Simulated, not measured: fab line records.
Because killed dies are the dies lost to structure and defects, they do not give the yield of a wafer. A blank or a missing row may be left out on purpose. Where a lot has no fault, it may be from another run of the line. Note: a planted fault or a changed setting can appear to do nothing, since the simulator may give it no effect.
fab line records	flow n5Finfet
record: lots: 4	wafers: 12	lastDay: 15
route steps=1938 shown BEOL_M0@731 BEOL_M1@751 BEOL_M4@1111 PASSIVATION@1936
lots that met no fault: taken from a fault-free run of the same line
startH: hours from the record's opening day to when the first of the lot's shown wafers began	waitH: time in hours since the lot's previous step	" as in the row above	L1.1+2: a single row standing in for several wafers	- value missing, or start not given	* or withheld: withheld	< > ~ a bound
route shown NAME@n: a module of which the file shows steps, and the number in the route of the first	usual: mean/standard deviation of fault-free wafers	same: alike in all rows	chamber/n: place in a boat	sites: readings site by site	_std_site: the standard deviation of these	_edge_site: mean of outer sites minus mean of inner sites	radiusMm: how far each site lies from the wafer's centre	mask NAME#n: copy n	behind: the most recent tool/chamber to have shaped the wafer	hold: the reason the lot was held/the length of the hold in hours/how it ended	device: names the non-switching transistor (n, p or np)	end of line: tests of these same wafers at the route's end	a step given without rows: its recipe and nothing more	killed: not the wafer's yield, but the dies lost to structure and defects at the first sort	map: shows each die of a wafer: x if killed, . if not, _ if none is there
set.NAME: setting as actually run; set.NAME@STEP: the setting as run at that earlier step	model.NAME: the simulator's own value behind a step, which no gauge read
certain route steps with their lots: each step a table, each wafer a row
services: a tool's chamber out of use, with start hour (startH, from the record's first day; less than 0 if before it), hours out, and reason
== steps ==
step: N5_BEOL_M0_ALD_136
recipe: material: TaN	targetThkA: *	tempC: 275	aldPrecursorFamily: PDMAT	aldCoReactant: NH3	pressureTorr: 3	carrierFlowSccm: 1500	pulseTimeS: 2	purgeTimeS: 3	coReactantPurgeTimeS: 2	coReactantPulseTimeS: 3	aldCycles: 30	precursorVesselTempC: 75	precursorVesselPressureTorr: 26.25	precursorVesselCarrierSccm: 1000
step: N5_BEOL_M0_SURFACE_TREAT_137
recipe: gas: Ar	timeS: *	ionEnergyEv: *	ionCurrentMaCm2: 0.5	pressureMtorr: *	arFlowSccm: 30
step: N5_BEOL_M0_CVD_115
recipe: material: Co	targetThkA: *	tempC: withheld	precursor: CCTBA/H2	pressureTorr: 30	timeS: 120
step: N5_BEOL_M0_SPUTTER_116
recipe: material: Cu	targetThkA: 40	tempC: -20	chamberPressurePa: 0.07	powerW: withheld	timeS: 7.37
step: N5_BEOL_M0_ANNEAL_117
recipe: tempC: 400	timeS: 60	ambient: vacuum
step: N5_BEOL_M0_SPUTTER_132
recipe: material: Cu	targetThkA: 40	tempC: -20	chamberPressurePa: 0.07	powerW: withheld	timeS: 7.37
step: N5_BEOL_M0_ANNEAL_133
recipe: tempC: 400	timeS: 60	ambient: vacuum
step: N5_BEOL_M0_SPUTTER_134
recipe: material: Cu	targetThkA: 40	tempC: -20	chamberPressurePa: 0.07	powerW: withheld	timeS: 7.37
step: N5_BEOL_M0_ANNEAL_135
recipe: tempC: 400	timeS: 60	ambient: vacuum
step: N5_BEOL_M0_SPUTTER_141
recipe: material: Cu	targetThkA: 40	tempC: -20	chamberPressurePa: 0.07	powerW: withheld	timeS: 7.37
step: N5_BEOL_M0_ECD_118
recipe: material: Cu	targetThkA: 3000
step: N5_BEOL_M0_ANNEAL_119
recipe: tempC: 225	timeS: 90	ambient: N2
step: N5_BEOL_M0_CMP_120
recipe: stopOn: SiOC	tOverpolishS: 6.9	downForcePsi: 1	platenRpm: 50	clearingPlatenDownForcePsi: 1.5	clearingPlatenRpm: 50	postCmpClean: cuAlkaline	clearingPlatenPadVelocityMS: 0.99484	padVelocityMS: 0.99484
usual: barrierFieldEndpointS: 3.64/0.13	motorCurrentA: 6.1/0.78	overpolishRunS: 6.900/0.0086	timeToEndpointS: 63/3.5
lot.wafer	tool	chamber	startH	waitH	barrierFieldEndpointS	motorCurrentA	overpolishRunS	timeToEndpointS	model.SiOC_of_BEOL_M0_SAQP_ILD_DEP_01.thkNm
L626.3	cmp-03	0	144.86	0.2	3.47	6.2	6.896	58	39.4
L626.6	"	3	"	"	3.73	5.5	6.902	64	39.2
L626.5	"	0	"	"	3.50	6.2	6.901	57	40.2
L628.1	cmp-03	1	153.58	0.3	7.11	5.4	6.892	82	40.4
L628.5	"	0	"	"	3.53	6.4	6.898	59	40
L628.6	"	1	"	"	3.49	5.0	6.913	65	39.2
L630.1	cmp-03	1	169.02	0.3	7.18	5.1	6.915	80	40.8
L630.2	"	2	"	"	7.16	5.5	6.893	82	40.2
L630.5	"	3	"	"	3.49	5.4	6.914	61	38.6
L638.3	cmp-04	3	214.61	0.2	3.86	8.0	6.910	67	39
L638.4	"	0	"	"	3.80	6.3	6.897	66	40.6
L638.2	"	1	"	"	3.75	5.9	6.908	62	39.8
step: N5_BEOL_M0_PRE_CLEAN_131
recipe: gas: NH3/H2	timeS: 15	tempC: *	rfPowerW: 300
step: N5_BEOL_M0_CO_CAP_123
recipe: material: Co	targetThkA: 20	tempC: 200	precursor: CCTBA/H2	pressureTorr: 30	timeS: 102.1
step: N5_BEOL_M0_PRE_CLEAN_124
recipe: gas: NH3	timeS: 15	tempC: withheld	rfPowerW: 300
step: N5_BEOL_M0_DEP_125
recipe: material: SiCN	targetThkA: 80	tempC: withheld	precursor: 3MS/NH3	pressureTorr: 3	rfW: 202	timeS: 14
step: N5_BEOL_M0_INSPECT_127
recipe: inspectInstrument: darkfield	mode: postDep
usual: rawDefectCount: 72/27
lot.wafer	tool	chamber	startH	waitH	rawDefectCount
L626.3	defectInspect-02	-	145.42	0.0	67
L626.5	"	-	"	"	113
L626.6	"	-	"	"	47
L628.1	defectInspect-01	-	154.12	0.0	3571
L628.5	"	-	"	"	65
L628.6	"	-	"	"	82
L630.1	defectInspect-02	-	169.53	0.0	3507
L630.2	"	-	"	"	3616
L630.5	"	-	"	"	44
L638.2	defectInspect-01	-	215.15	0.0	79
L638.3	"	-	"	"	68
L638.4	"	-	"	"	95
step: N5_BEOL_M1_ILD_DEP_00
recipe: material: SiOC	targetThkA: 790	tempC: 350	precursor: DEMS/O2	pressureTorr: 5	rfW: 500	timeS: 15.3
step: N5_BEOL_M1_PECVD_72
recipe: material: SiO2	targetThkA: 160	tempC: 400	precursor: TEOS/O2	pressureTorr: 5.5	rfW: 450	teosFlowSccm: 53.8	gas: O2	flowSccm: 3000	timeS: 18
step: N5_BEOL_M1_HM_DEP_02
recipe: material: TiN	targetThkA: 200	tempC: 25	chamberPressurePa: 0.49996
step: N5_BEOL_M1_COAT_61
recipe: resist: SOC	tempC: 250	timeS: 60	spinRpm: 1500	resistThkNm: 60
step: N5_BEOL_M1_COAT_62
recipe: resist: SiARC	tempC: 220	timeS: 60	spinRpm: 1500	resistThkNm: 12
step: N5_BEOL_M1_COAT_73
recipe: resist: underlayer	tempC: 205	timeS: 60	spinRpm: 1500	resistThkNm: 5
step: N5_BEOL_M1_COAT_05
recipe: resist: CAR-EUV	spinRpm: 1500	resistThkNm: 30
step: N5_BEOL_M1_EBR_07
recipe: solvent: PGMEA	ebrWidthMm: 1.5
step: N5_BEOL_M1_SOFTBAKE_06
recipe: tempC: 110	timeS: 60	resist: CAR-EUV
step: N5_BEOL_M1_EXPOSE_08
recipe: maskId: M1	na: 0.33	sourceShape: dipole	sigmaInner: 0.369	sigmaOuter: 0.767	polarization: unpolarized	doseMj: 33
step: N5_BEOL_M1_PEB_09
recipe: pebTempC: 100	pebTimeS: 60	resist: CAR-EUV
step: N5_BEOL_M1_DEVELOP_10
recipe: developTimeS: 30	developer: TMAH	resist: CAR-EUV	rinseLiquid: surfactantRinse	dry: airSpin	devTempC: 23
step: N5_BEOL_M1_DESCUM_16
recipe: chemistry: O2	timeS: 7	sourcePowerW: 50	biasPowerW: 20	pressureMtorr: 20	rfFrequencyHz: 2.712e+07	tempC: 40	resist: CAR-EUV	o2FlowSccm: 225
step: N5_BEOL_M1_ETCH_74
recipe: chemistry: N2/H2	target: underlayer	targetDepthA: 65	maskMaterial: CAR-EUV	timeS: 5.2	ionEnergyEv: 200	pressureMtorr: 30	sourceW: 840	biasW: 150	n2FlowSccm: 200	h2FlowSccm: 200	ends: cleared
step: N5_BEOL_M1_ETCH_63
recipe: chemistry: CF4	target: SiARC	targetDepthA: 156	maskMaterial: CAR-EUV	timeS: 26	ionEnergyEv: 80	pressureMtorr: 40	sourceW: 545	biasW: 36	Ar_flow_sccm: 100	cf4FlowSccm: 100	ends: cleared
step: N5_BEOL_M1_ETCH_64
recipe: chemistry: N2/H2	target: SOC	targetDepthA: 750	overetchA: 150	maskMaterial: SiARC	tempC: 40	timeS: 112.5	ionEnergyEv: 200	pressureMtorr: 30	sourceW: 840	biasW: 150	n2FlowSccm: 200	h2FlowSccm: 200
step: N5_BEOL_M1_STRIP_65
recipe: chemistry: N2/H2	tempC: 40	n2FlowSccm: 200	h2FlowSccm: 200	rfFrequencyHz: 6e+07
step: N5_BEOL_M1_STRIP_75
recipe: chemistry: N2/H2	tempC: 40	n2FlowSccm: 200	h2FlowSccm: 200	rfFrequencyHz: 6e+07
step: N5_BEOL_M4_RC_MEAS_101
usual: DIBL_N: 36.1/1.6	DIBL_P: 35.7/1.8	IOFF_N: 0.159/0.027	IOFF_P: 0.21/0.03	ION_N: 673/10	ION_P: 462/7.4	SS_N: 71.4/0.56	SS_P: 73.2/0.61	VT_N: 249.7/3	VT_P: -250/3.1
lot.wafer	tool	chamber	startH	waitH	DIBL_N[mV/V]	DIBL_P[mV/V]	IOFF_N[nA/um]	IOFF_P[nA/um]	ION_N[uA/um]	ION_P[uA/um]	SS_N[mV/dec]	SS_P[mV/dec]	VT_N[mV]	VT_P[mV]
L626.3	prober-02	0	185.47	0.3	37.4	35.6	0.154	0.18	667	455	71.5	73.2	253.0	-254
L626.5	"	0	"	"	37.4	37.2	0.157	0.20	667	458	71.6	73.3	250.0	-252
L626.6	"	0	"	"	37.6	36.5	0.149	0.18	656	445	71.7	73.3	252.7	-254
L628.5	prober-02	0	199.39	0.6	37.5	37.3	0.171	0.20	664	451	72.0	74.0	252.9	-254
L628.6	"	0	"	"	35.7	36.6	0.153	0.19	673	456	71.6	72.8	252.4	-253
L630.5	prober-01	0	210.45	0.6	35.4	34.5	0.136	0.18	655	451	71.0	72.6	254.1	-253
L638.2	prober-02	0	255.74	0.2	36.3	35.4	0.162	0.21	668	465	71.7	73.2	249.7	-248
L638.3	"	0	"	"	38.1	38.6	0.210	0.28	677	464	72.6	73.8	243.5	-245
L638.4	"	0	"	"	37.7	39.1	0.206	0.27	685	474	71.9	73.0	244.7	-245
step: N5_PASSIVATION_PROBE_49
usual: defectLimitedYield: 91.0/1.3	killed_at_M0_to_M3: 33/10	killed_at_M4_up: 14/5.6	killedAtContacts: 12/5.8	killedAtFrontEnd: 43/11	killedAtOther: 4.1/2.8	killedDies: 106/15	killedOnRim: 14/3.9	killedOpen: 70/12	killedShort: 34/7.5	sort_bin_5_function: 5.3/0.88	sort_bin_6_memory: 3.3/0.64	sort_bin_8_speed: 0.00/0.016	sortNPass: 1074/15	sortYieldPct: 91.0/1.3
same: grossDies: 1180	killedAtBackSide: 0	sort_bin_4_leakage[%]: 0
lot.wafer	tool	chamber	startH	waitH	defectLimitedYield[%]	killed_at_M0_to_M3	killed_at_M4_up	killedAtContacts	killedAtFrontEnd	killedAtOther	killedDies	killedOnRim	killedOpen	killedShort	sort_bin_5_function[%]	sort_bin_6_memory[%]	sort_bin_8_speed[%]	sortNPass	sortYieldPct[%]
L626.3	prober-02	-	293.27	0.1	90.9	35	6	23	42	1	107	15	67	39	5.8	3.1	0	1073	90.9
L626.5	prober-02	-	293.37	0.2	90.4	52	13	12	35	1	113	14	72	40	5.9	3.1	0	1067	90.4
L626.6	prober-02	-	293.42	0.3	90.8	54	9	10	33	2	108	13	83	24	5.1	3.9	0.08	1071	90.8
L628.1	prober-02	-	303.44	0.0	0	1094	9	13	60	4	1180	152	67	37	4.7	4.1	0	0	0
L628.5	prober-02	-	303.64	0.2	90.3	30	22	12	44	7	115	15	81	32	5.0	4.5	0	1065	90.3
L628.6	prober-02	-	303.69	0.3	92.9	30	10	7	31	6	84	7	49	34	4.6	2.2	0	1096	92.9
L630.1	prober-02	-	313.92	0.0	0	1117	8	6	44	5	1180	152	65	20	4.1	2.9	0	0	0
L630.2	prober-02	-	313.97	0.1	0	1129	4	5	40	2	1180	152	49	24	3.6	2.5	0	0	0
L638.2	prober-01	-	368.00	0.1	91.7	36	5	25	26	6	98	14	63	35	5.3	2.5	0	1082	91.7
L638.3	prober-01	-	368.05	0.1	91.1	44	6	18	28	9	105	13	66	39	4.8	3.4	0	1075	91.1
L638.4	prober-01	-	368.10	0.2	89.7	47	14	9	46	5	121	15	67	52	6.0	3.7	0	1059	89.7
killed by level:class
L626.3 MOL_CONTACT_COAG:geometricParticle:open=16 STI_FIN_REVEAL:geometricParticle:open=15 BEOL_M0_SAQP:geometricParticle:open=11 STI_FIN_REVEAL:geometricParticle:short=10 BEOL_M0_SAQP:geometricParticle:short=8 MOL_CONTACT_COAG:geometricParticle:short=7 BEOL_M2:geometricParticle:open=7 BEOL_M1:geometricParticle:open=5
L626.5 BEOL_M0_SAQP:geometricParticle:short=11 BEOL_M2:geometricParticle:open=11 GATE_CUT:geometricParticle:short=10 BEOL_M1:geometricParticle:open=10 MOL_CONTACT_COAG:geometricParticle:open=9 STI_FIN_REVEAL:geometricParticle:open=8 BEOL_M0_SAQP:geometricParticle:open=5 BEOL_M3:geometricParticle:open=5
L626.6 BEOL_M0_SAQP:geometricParticle:open=15 BEOL_M2:geometricParticle:open=15 MOL_CONTACT_COAG:geometricParticle:open=10 FIN_SAQP:geometricParticle:open=7 BEOL_M1:geometricParticle:open=7 GATE_CUT:geometricParticle:open=5 BEOL_M0_SAQP:geometricParticle:short=5 BEOL_M0:geometricParticle:open=5
L628.1 BEOL_M0:areaCmp=1072 FIN_SAQP:geometricParticle:short=11 STI_FIN_REVEAL:geometricParticle:open=11 MOL_CONTACT_COAG:geometricParticle:open=10 FIN_SAQP:geometricParticle:open=9 STI_FIN_REVEAL:geometricParticle:short=6 GATE_CUT:geometricParticle:open=6 BEOL_M0_SAQP:geometricParticle:open=6
L628.5 STI_FIN_REVEAL:geometricParticle:open=19 MOL_CONTACT_COAG:geometricParticle:open=9 BEOL_M0_SAQP:geometricParticle:open=9 BEOL_M4:geometricParticle:open=8 STI_FIN_REVEAL:geometricParticle:short=5 STARTING-WAFER:geometricParticle:short=5 BEOL_M0_SAQP:geometricParticle:short=4 BEOL_M0:geometricParticle:open=4
L628.6 FIN_SAQP:geometricParticle:short=7 MOL_CONTACT_COAG:geometricParticle:open=7 BEOL_M2:geometricParticle:open=7 BEOL_M0_SAQP:geometricParticle:short=6 BEOL_M4:geometricParticle:open=6 STI_FIN_REVEAL:geometricParticle:open=5 GATE_CUT:geometricParticle:short=5 BEOL_M1:geometricParticle:open=5
L630.1 BEOL_M0:areaCmp=1093 FIN_SAQP:geometricParticle:open=14 STI_FIN_REVEAL:geometricParticle:open=11 BEOL_M1:geometricParticle:open=8 BEOL_M0_SAQP:geometricParticle:short=6 BEOL_M2:geometricParticle:open=5 DUMMY_GATE:geometricParticle:open=4 MOL_CONTACT_COAG:geometricParticle:open=4
L630.2 BEOL_M0:areaCmp=1106 STI_FIN_REVEAL:geometricParticle:open=12 FIN_SAQP:geometricParticle:short=6 BEOL_M0_SAQP:geometricParticle:open=6 FIN_SAQP:geometricParticle:open=5 GATE_CUT:geometricParticle:short=5 BEOL_M1:geometricParticle:open=5 BEOL_M0_SAQP:geometricParticle:short=4
L638.2 MOL_CONTACT_COAG:geometricParticle:open=18 FIN_SAQP:geometricParticle:open=8 MOL_CONTACT_COAG:geometricParticle:short=7 BEOL_M1:geometricParticle:open=7 BEOL_M2:geometricParticle:open=7 BEOL_M0_SAQP:geometricParticle:short=6 FIN_SAQP:geometricParticle:short=4 GATE_CUT:geometricParticle:short=4
L638.3 BEOL_M1:geometricParticle:open=14 MOL_CONTACT_COAG:geometricParticle:open=11 BEOL_M3:geometricParticle:open=11 FIN_SAQP:geometricParticle:open=10 FIN_SAQP:geometricParticle:short=8 MOL_CONTACT_COAG:geometricParticle:short=7 BEOL_M0_SAQP:geometricParticle:short=5 BEOL_M2:geometricParticle:short=5
L638.4 BEOL_M0_SAQP:geometricParticle:short=18 STI_FIN_REVEAL:geometricParticle:open=17 BEOL_M0_SAQP:geometricParticle:open=14 MOL_CONTACT_COAG:geometricParticle:open=6 STARTING-WAFER:geometricParticle:short=6 FIN_SAQP:geometricParticle:short=5 STI_FIN_REVEAL:geometricParticle:short=5 BEOL_M4:geometricParticle:open=5
map L628.1 (x killed, . not)
_________________xxxxxxxxxxxx________________
______________xxxxxxxxxxxxxxxxxx_____________
___________xxxxxxxxxxxxxxxxxxxxxxxx__________
__________xxxxxxxxxxxxxxxxxxxxxxxxxx_________
________xxxxxxxxxxxxxxxxxxxxxxxxxxxxxx_______
_______xxxxxxxxxxxxxxxxxxxxxxxxxxxxxxxx______
______xxxxxxxxxxxxxxxxxxxxxxxxxxxxxxxxxx_____
_____xxxxxxxxxxxxxxxxxxxxxxxxxxxxxxxxxxxx____
____xxxxxxxxxxxxxxxxxxxxxxxxxxxxxxxxxxxxxx___
___xxxxxxxxxxxxxxxxxxxxxxxxxxxxxxxxxxxxxxxx__
___xxxxxxxxxxxxxxxxxxxxxxxxxxxxxxxxxxxxxxxx__
__xxxxxxxxxxxxxxxxxxxxxxxxxxxxxxxxxxxxxxxxxx_
__xxxxxxxxxxxxxxxxxxxxxxxxxxxxxxxxxxxxxxxxxx_
_xxxxxxxxxxxxxxxxxxxxxxxxxxxxxxxxxxxxxxxxxxxx
_xxxxxxxxxxxxxxxxxxxxxxxxxxxxxxxxxxxxxxxxxxxx
_xxxxxxxxxxxxxxxxxxxxxxxxxxxxxxxxxxxxxxxxxxxx
_xxxxxxxxxxxxxxxxxxxxxxxxxxxxxxxxxxxxxxxxxxxx
_xxxxxxxxxxxxxxxxxxxxxxxxxxxxxxxxxxxxxxxxxxxx
_xxxxxxxxxxxxxxxxxxxxxxxxxxxxxxxxxxxxxxxxxxxx
_xxxxxxxxxxxxxxxxxxxxxxxxxxxxxxxxxxxxxxxxxxxx
_xxxxxxxxxxxxxxxxxxxxxxxxxxxxxxxxxxxxxxxxxxxx
__xxxxxxxxxxxxxxxxxxxxxxxxxxxxxxxxxxxxxxxxxx_
__xxxxxxxxxxxxxxxxxxxxxxxxxxxxxxxxxxxxxxxxxx_
___xxxxxxxxxxxxxxxxxxxxxxxxxxxxxxxxxxxxxxxx__
___xxxxxxxxxxxxxxxxxxxxxxxxxxxxxxxxxxxxxxxx__
____xxxxxxxxxxxxxxxxxxxxxxxxxxxxxxxxxxxxxx___
_____xxxxxxxxxxxxxxxxxxxxxxxxxxxxxxxxxxxx____
______xxxxxxxxxxxxxxxxxxxxxxxxxxxxxxxxxx_____
_______xxxxxxxxxxxxxxxxxxxxxxxxxxxxxxxx______
________xxxxxxxxxxxxxxxxxxxxxxxxxxxxxx_______
__________xxxxxxxxxxxxxxxxxxxxxxxxxx_________
___________xxxxxxxxxxxxxxxxxxxxxxxx__________
______________xxxxxxxxxxxxxxxxxx_____________
_________________xxxxxxxxxxxx________________
map L630.1 (x killed, . not)
_________________xxxxxxxxxxxx________________
______________xxxxxxxxxxxxxxxxxx_____________
___________xxxxxxxxxxxxxxxxxxxxxxxx__________
__________xxxxxxxxxxxxxxxxxxxxxxxxxx_________
________xxxxxxxxxxxxxxxxxxxxxxxxxxxxxx_______
_______xxxxxxxxxxxxxxxxxxxxxxxxxxxxxxxx______
______xxxxxxxxxxxxxxxxxxxxxxxxxxxxxxxxxx_____
_____xxxxxxxxxxxxxxxxxxxxxxxxxxxxxxxxxxxx____
____xxxxxxxxxxxxxxxxxxxxxxxxxxxxxxxxxxxxxx___
___xxxxxxxxxxxxxxxxxxxxxxxxxxxxxxxxxxxxxxxx__
___xxxxxxxxxxxxxxxxxxxxxxxxxxxxxxxxxxxxxxxx__
__xxxxxxxxxxxxxxxxxxxxxxxxxxxxxxxxxxxxxxxxxx_
__xxxxxxxxxxxxxxxxxxxxxxxxxxxxxxxxxxxxxxxxxx_
_xxxxxxxxxxxxxxxxxxxxxxxxxxxxxxxxxxxxxxxxxxxx
_xxxxxxxxxxxxxxxxxxxxxxxxxxxxxxxxxxxxxxxxxxxx
_xxxxxxxxxxxxxxxxxxxxxxxxxxxxxxxxxxxxxxxxxxxx
_xxxxxxxxxxxxxxxxxxxxxxxxxxxxxxxxxxxxxxxxxxxx
_xxxxxxxxxxxxxxxxxxxxxxxxxxxxxxxxxxxxxxxxxxxx
_xxxxxxxxxxxxxxxxxxxxxxxxxxxxxxxxxxxxxxxxxxxx
_xxxxxxxxxxxxxxxxxxxxxxxxxxxxxxxxxxxxxxxxxxxx
_xxxxxxxxxxxxxxxxxxxxxxxxxxxxxxxxxxxxxxxxxxxx
__xxxxxxxxxxxxxxxxxxxxxxxxxxxxxxxxxxxxxxxxxx_
__xxxxxxxxxxxxxxxxxxxxxxxxxxxxxxxxxxxxxxxxxx_
___xxxxxxxxxxxxxxxxxxxxxxxxxxxxxxxxxxxxxxxx__
___xxxxxxxxxxxxxxxxxxxxxxxxxxxxxxxxxxxxxxxx__
____xxxxxxxxxxxxxxxxxxxxxxxxxxxxxxxxxxxxxx___
_____xxxxxxxxxxxxxxxxxxxxxxxxxxxxxxxxxxxx____
______xxxxxxxxxxxxxxxxxxxxxxxxxxxxxxxxxx_____
_______xxxxxxxxxxxxxxxxxxxxxxxxxxxxxxxx______
________xxxxxxxxxxxxxxxxxxxxxxxxxxxxxx_______
__________xxxxxxxxxxxxxxxxxxxxxxxxxx_________
___________xxxxxxxxxxxxxxxxxxxxxxxx__________
______________xxxxxxxxxxxxxxxxxx_____________
_________________xxxxxxxxxxxx________________
== services ==
tool	chamber	startH	hours	kind
cmp-03	-	121.70	1.0	repair
cmp-04	-	135.93	2.8	repair
cmp-03	-	171.85	0.3	repair
cmp-04	-	173.75	4.0	pm
cmp-04	-	177.75	-	consumableReplace:conditioner
cmp-04	-	177.75	-	consumableReplace:pad
cmp-04	-	194.82	0.4	repair
cmp-03	-	212.39	4.0	pm
== key ==
firstSign: step: N5_BEOL_M0_CMP_120	reading: barrierFieldEndpointS	direction: up	sigmas: 26	usual: 3.64	struck: 7.15
effect: step: N5_BEOL_M0_CMP_120	reading: timeToEndpointS	direction: up	sigmas: 5.1	usual: *	struck: *
effect: step: N5_BEOL_M0_INSPECT_127	reading: rawDefectCount	direction: up	sigmas: 99+	usual: 72	struck: 3565
effect: step: N5_PASSIVATION_PROBE_49	reading: killed_at_M0_to_M3	direction: up	sigmas: 99+	usual: 33	struck: 1113
modelEffect: step: N5_BEOL_M0_CMP_120	value: SiOC_of_BEOL_M0_SAQP_ILD_DEP_01.thkNm	without: 38.93	struck: 40.47
moreKillsBornAt: N5_BEOL_M0_CMP_120@cmp-03: 3271
metAt N5_BEOL_M0_CMP_120
struckWafers L628.1,L630.1,L630.2
laterRowsLeftOut L628.1,L630.1,L630.2
onsetBetween 144.86 153.58
fault: kind: processParameterDrift	tool: cmp-03	chamber: -	onsetH: 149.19	steps: N5_BEOL_M0_CMP_120	channel: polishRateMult	offset: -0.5	shape: step	endH: 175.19	scope: struckWafersOnly
laterRowsLeftOut: the simulator's readings of these wafers behind a module that went badly wrong aren't trusted and aren't shown, but for the sort
